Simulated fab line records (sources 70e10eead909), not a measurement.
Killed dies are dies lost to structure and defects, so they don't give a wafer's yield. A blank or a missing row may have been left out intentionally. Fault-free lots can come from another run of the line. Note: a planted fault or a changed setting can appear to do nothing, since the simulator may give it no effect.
The tool behind it: which one? :: flow nandHarc :: 12 lots with 36 wafers sampled at 6 steps, on a route of 1159 steps

WHAT THE GAUGES READ, wafer by wafer
NHARC_P_GATE_CD_MEAS_46 targets a cd of 720 nm.
lot: L502
measured: day 5 20:50
on: cdSem-03
cdNm (nm): 720.2 719.8 719.6

lot: L505
measured: day 6 05:55
on: cdSem-03
cdNm (nm): 718.8 719.0 719.1

lot: L507
measured: day 6 12:59
on: cdSem-02
cdNm (nm): 720.2 721.9 719.4

lot: L508
measured: day 6 22:28
on: cdSem-03
cdNm (nm): 720.4 721.3 718.4

lot: L510
measured: day 7 10:31
on: cdSem-03
cdNm (nm): 720.3 719.5 719.6

lot: L511
measured: day 7 23:27
on: cdSem-03
cdNm (nm): 720.8 721.5 722.8

lot: L513
measured: day 8 12:07
on: cdSem-03
cdNm (nm): 718.0 720.8 720.5

lot: L512
measured: day 8 11:44
on: cdSem-02
cdNm (nm): - - -

lot: L521
measured: day 10 01:50
on: cdSem-01
cdNm (nm): 720.1 719.9 717.3

lot: L523
measured: day 10 12:52
on: cdSem-03
cdNm (nm): 719.4 719.8 718.6

lot: L522
measured: day 10 12:36
on: cdSem-02
cdNm (nm): 719.6 720.9 720.3

lot: L524
measured: day 11 05:04
on: cdSem-01
cdNm (nm): 719.0 721.6 719.6

NHARC_END_SORT_01.
lot: L512
measured: day 22 20:52
on: prober-02
killedAtArray: 15 16 20
killedAtOther: 1 0 0
killedAtPeriphery: 661 661 657
killedDies: 677 677 677
killedOpen: 3 2 0
killedShort: 1 2 2

EACH LOT AND THE TOOL THAT RAN IT (in order: tool; ch and the chambers of the sampled wafers; start)
lot: L502
NHARC_P_GATE_ALD_36: aldSin-02 ch 0,1,2, day 5 11:19
NHARC_P_GATE_STRIP_101: rieDiel-12 ch 1,2, day 5 19:55
NHARC_P_GATE_EXPOSE_43: krfScanner-04 ch 0, day 5 20:41
NHARC_P_GATE_STRIP_111: plasmaAsher-01 ch 0,1, day 5 21:30

lot: L505
NHARC_P_GATE_ALD_36: aldSin-04 ch 0,2,3, day 5 19:32
NHARC_P_GATE_STRIP_101: rieDiel-11 ch 2,3, day 6 05:07
NHARC_P_GATE_EXPOSE_43: krfScanner-04 ch 0, day 6 05:46
NHARC_P_GATE_STRIP_111: plasmaAsher-02 ch 0,1, day 6 06:32

lot: L507
NHARC_P_GATE_ALD_36: aldSin-02 ch 1,2, day 6 03:44
NHARC_P_GATE_STRIP_101: rieDiel-11 ch 1,2, day 6 12:11
NHARC_P_GATE_EXPOSE_43: krfScanner-03 ch 0, day 6 12:50
NHARC_P_GATE_STRIP_111: plasmaAsher-02 ch 0,1, day 6 13:34

lot: L508
NHARC_P_GATE_ALD_36: aldSin-03 ch 0,1,2, day 6 13:00
NHARC_P_GATE_STRIP_101: rieDiel-12 ch 1,3, day 6 21:34
NHARC_P_GATE_EXPOSE_43: krfScanner-03 ch 0, day 6 22:19
NHARC_P_GATE_STRIP_111: plasmaAsher-01 ch 0,1, day 6 23:06

lot: L510
NHARC_P_GATE_ALD_36: aldSin-02 ch 0,1,3, day 6 23:47
NHARC_P_GATE_STRIP_101: rieDiel-11 ch 1,3, day 7 09:35
NHARC_P_GATE_EXPOSE_43: krfScanner-01 ch 0, day 7 10:21
NHARC_P_GATE_STRIP_111: plasmaAsher-02 ch 0,1, day 7 11:04

lot: L511
NHARC_P_GATE_ALD_36: aldSin-03 ch 0,2,3, day 7 15:07
NHARC_P_GATE_STRIP_101: rieDiel-11 ch 0,1,2, day 7 22:32
NHARC_P_GATE_EXPOSE_43: krfScanner-01 ch 0, day 7 23:17
NHARC_P_GATE_STRIP_111: plasmaAsher-02 ch 0,1, day 8 00:11

lot: L513
NHARC_P_GATE_ALD_36: aldSin-03 ch 0,1, day 8 02:47
NHARC_P_GATE_STRIP_101: rieDiel-11 ch 0,1,3, day 8 11:18
NHARC_P_GATE_EXPOSE_43: krfScanner-01 ch 0, day 8 11:58
NHARC_P_GATE_STRIP_111: plasmaAsher-02 ch 0,1, day 8 12:38

lot: L512
NHARC_P_GATE_ALD_36: aldSin-04 ch 0,2,3, day 8 04:17
NHARC_P_GATE_STRIP_101: rieDiel-11 ch 0,2,3, day 8 10:42
NHARC_P_GATE_EXPOSE_43: krfScanner-01 ch 0, day 8 11:35
NHARC_P_GATE_STRIP_111: plasmaAsher-01 ch 0,1, day 8 12:23

lot: L521
NHARC_P_GATE_ALD_36: aldSin-04 ch 0,2,3, day 9 17:32
NHARC_P_GATE_STRIP_101: rieDiel-11 ch 0,1,3, day 10 01:02
NHARC_P_GATE_EXPOSE_43: krfScanner-04 ch 0, day 10 01:41
NHARC_P_GATE_STRIP_111: plasmaAsher-02 ch 0,1, day 10 02:22

lot: L523
NHARC_P_GATE_ALD_36: aldSin-02 ch 1,2,3, day 10 02:14
NHARC_P_GATE_STRIP_101: rieDiel-11 ch 0,2,3, day 10 11:57
NHARC_P_GATE_EXPOSE_43: krfScanner-03 ch 0, day 10 12:43
NHARC_P_GATE_STRIP_111: plasmaAsher-02 ch 0,1, day 10 13:24

lot: L522
NHARC_P_GATE_ALD_36: aldSin-03 ch 2,3, day 10 03:04
NHARC_P_GATE_STRIP_101: rieDiel-11 ch 1,2,3, day 10 11:41
NHARC_P_GATE_EXPOSE_43: krfScanner-01 ch 0, day 10 12:27
NHARC_P_GATE_STRIP_111: plasmaAsher-01 ch 0,1, day 10 13:14

lot: L524
NHARC_P_GATE_ALD_36: aldSin-03 ch 0,2, day 10 19:21
NHARC_P_GATE_STRIP_101: rieDiel-01 ch 0,1, day 11 04:09
NHARC_P_GATE_EXPOSE_43: krfScanner-01 ch 0, day 11 04:55
NHARC_P_GATE_STRIP_111: plasmaAsher-01 ch 0,1, day 11 05:38
- NHARC_P_GATE_ALD_36: deposits SiNx, target thk 20 nm, pulse time 60 s, ald cycles 223.
- NHARC_P_GATE_STRIP_101: strips in O2, time 20 s.
- NHARC_P_GATE_EXPOSE_43: exposes mask P NSD, target cd 720 nm.
- NHARC_P_GATE_STRIP_111: strips in N2/H2, time 250 s.

AS READ BY THE TOOLS THEMSELVES (means over the sampled wafers that have a number; for cases with no such wafer, the mark the record gives instead)
NHARC_P_GATE_ALD_36.
lot: L502
tool: aldSin-02
heaterPowerW (W): 787
precursorPulseHeightRel: 1.000

lot: L505
tool: aldSin-04
heaterPowerW (W): 859
precursorPulseHeightRel: 1.011

lot: L507
tool: aldSin-02
heaterPowerW (W): 815
precursorPulseHeightRel: 1.003

lot: L508
tool: aldSin-03
heaterPowerW (W): 858
precursorPulseHeightRel: 0.978

lot: L510
tool: aldSin-02
heaterPowerW (W): 733
precursorPulseHeightRel: 1.005

lot: L511
tool: aldSin-03
heaterPowerW (W): 870
precursorPulseHeightRel: 0.997

lot: L513
tool: aldSin-03
heaterPowerW (W): 990
precursorPulseHeightRel: 0.993

lot: L512
tool: aldSin-04
heaterPowerW (W): 850
precursorPulseHeightRel: 0.998

lot: L521
tool: aldSin-04
heaterPowerW (W): 817
precursorPulseHeightRel: 1.010

lot: L523
tool: aldSin-02
heaterPowerW (W): 741
precursorPulseHeightRel: 0.995

lot: L522
tool: aldSin-03
heaterPowerW (W): 773
precursorPulseHeightRel: 1.002

lot: L524
tool: aldSin-03
heaterPowerW (W): 831
precursorPulseHeightRel: 1.001

NHARC_P_GATE_STRIP_101.
lot: L502
tool: rieDiel-12
drypumpMotorCurrentA (A): 5.0
oesProductAu (a.u.): 0.994
rfVppV (V): 58.4
showerheadPlenumPTorr (Torr): 3.46
throttleValvePct (%): 17.039

lot: L505
tool: rieDiel-11
drypumpMotorCurrentA (A): 5.8
oesProductAu (a.u.): 0.996
rfVppV (V): 58.0
showerheadPlenumPTorr (Torr): 3.51
throttleValvePct (%): 17.046

lot: L507
tool: rieDiel-11
drypumpMotorCurrentA (A): 5.7
oesProductAu (a.u.): 1.000
rfVppV (V): 57.3
showerheadPlenumPTorr (Torr): 3.49
throttleValvePct (%): 17.038

lot: L508
tool: rieDiel-12
drypumpMotorCurrentA (A): 5.3
oesProductAu (a.u.): 1.005
rfVppV (V): 58.7
showerheadPlenumPTorr (Torr): 3.57
throttleValvePct (%): 17.035

lot: L510
tool: rieDiel-11
drypumpMotorCurrentA (A): 5.6
oesProductAu (a.u.): 1.006
rfVppV (V): 57.9
showerheadPlenumPTorr (Torr): 3.70
throttleValvePct (%): 17.033

lot: L511
tool: rieDiel-11
drypumpMotorCurrentA (A): 5.7
oesProductAu (a.u.): 1.001
rfVppV (V): 57.9
showerheadPlenumPTorr (Torr): 3.61
throttleValvePct (%): 17.035

lot: L513
tool: rieDiel-11
drypumpMotorCurrentA (A): 5.7
oesProductAu (a.u.): 0.998
rfVppV (V): 58.3
showerheadPlenumPTorr (Torr): 3.69
throttleValvePct (%): 17.028

lot: L512
tool: rieDiel-11
drypumpMotorCurrentA (A): 5.7
oesProductAu (a.u.): 1.005
rfVppV (V): 57.6
showerheadPlenumPTorr (Torr): 3.55
throttleValvePct (%): 17.031

lot: L521
tool: rieDiel-11
drypumpMotorCurrentA (A): 5.7
oesProductAu (a.u.): 1.002
rfVppV (V): 58.0
showerheadPlenumPTorr (Torr): 3.68
throttleValvePct (%): 17.036

lot: L523
tool: rieDiel-11
drypumpMotorCurrentA (A): 5.7
oesProductAu (a.u.): 1.000
rfVppV (V): 57.3
showerheadPlenumPTorr (Torr): 3.55
throttleValvePct (%): 17.045

lot: L522
tool: rieDiel-11
drypumpMotorCurrentA (A): 5.7
oesProductAu (a.u.): 0.996
rfVppV (V): 58.5
showerheadPlenumPTorr (Torr): 3.56
throttleValvePct (%): 17.042

lot: L524
tool: rieDiel-01
drypumpMotorCurrentA (A): 6.2
oesProductAu (a.u.): 1.000
rfVppV (V): 57.3
showerheadPlenumPTorr (Torr): 3.39
throttleValvePct (%): 17.047

NHARC_P_GATE_STRIP_111.
lot: L502
tool: plasmaAsher-01
drypumpMotorCurrentA (A): 6.2
heaterPowerW (W): 103

lot: L505
tool: plasmaAsher-02
drypumpMotorCurrentA (A): 5.5
heaterPowerW (W): 89

lot: L507
tool: plasmaAsher-02
drypumpMotorCurrentA (A): 5.4
heaterPowerW (W): 84

lot: L508
tool: plasmaAsher-01
drypumpMotorCurrentA (A): 6.0
heaterPowerW (W): 100

lot: L510
tool: plasmaAsher-02
drypumpMotorCurrentA (A): 5.6
heaterPowerW (W): 89

lot: L511
tool: plasmaAsher-02
drypumpMotorCurrentA (A): 5.4
heaterPowerW (W): 85

lot: L513
tool: plasmaAsher-02
drypumpMotorCurrentA (A): 5.5
heaterPowerW (W): 88

lot: L512
tool: plasmaAsher-01
drypumpMotorCurrentA (A): 6.2
heaterPowerW (W): 104

lot: L521
tool: plasmaAsher-02
drypumpMotorCurrentA (A): 5.4
heaterPowerW (W): 87

lot: L523
tool: plasmaAsher-02
drypumpMotorCurrentA (A): 5.5
heaterPowerW (W): 90

lot: L522
tool: plasmaAsher-01
drypumpMotorCurrentA (A): 6.0
heaterPowerW (W): 99

lot: L524
tool: plasmaAsher-01
drypumpMotorCurrentA (A): 6.3
heaterPowerW (W): 103

THE ANSWER, worked out from the rows above alone
Rule: the usual values come from the lots themselves. The widest of any qualifying gaps counts: lots, ordered by their means at a reading, are off when they make up no more than a third of the lots, leave a main group of 4 or more, and stand apart from it by 3 or more times the standard deviation of that group's means. If all means in a main group match to the digits the tables above print for the reading, that group is not used. Also off: a lot with no number at a reading for which 4 or more lots have one. All remaining lots with rows at the step are treated as sound. The gauges are gone through in route order, then the tools' own readings, and for those a lot's mean is taken as printed above. The first step at which some lot is off is used, and at that step the reading that is off furthest; a lot without a number counts as furthest.
Off, at NHARC_P_GATE_CD_MEAS_46 on cdNm: L512. Without a number there: L512. The main group: mean 719.9 nm, standard deviation 0.72.
A tool fits if, at a process step before that reading, it ran every lot that is off, and no sound lot after the first of them. Gauges at NHARC_P_GATE_CD_MEAS_46: tried the same way as those tools. Of those tried, none fits.

WHAT WAS PUT IN BY THE SIMULATOR
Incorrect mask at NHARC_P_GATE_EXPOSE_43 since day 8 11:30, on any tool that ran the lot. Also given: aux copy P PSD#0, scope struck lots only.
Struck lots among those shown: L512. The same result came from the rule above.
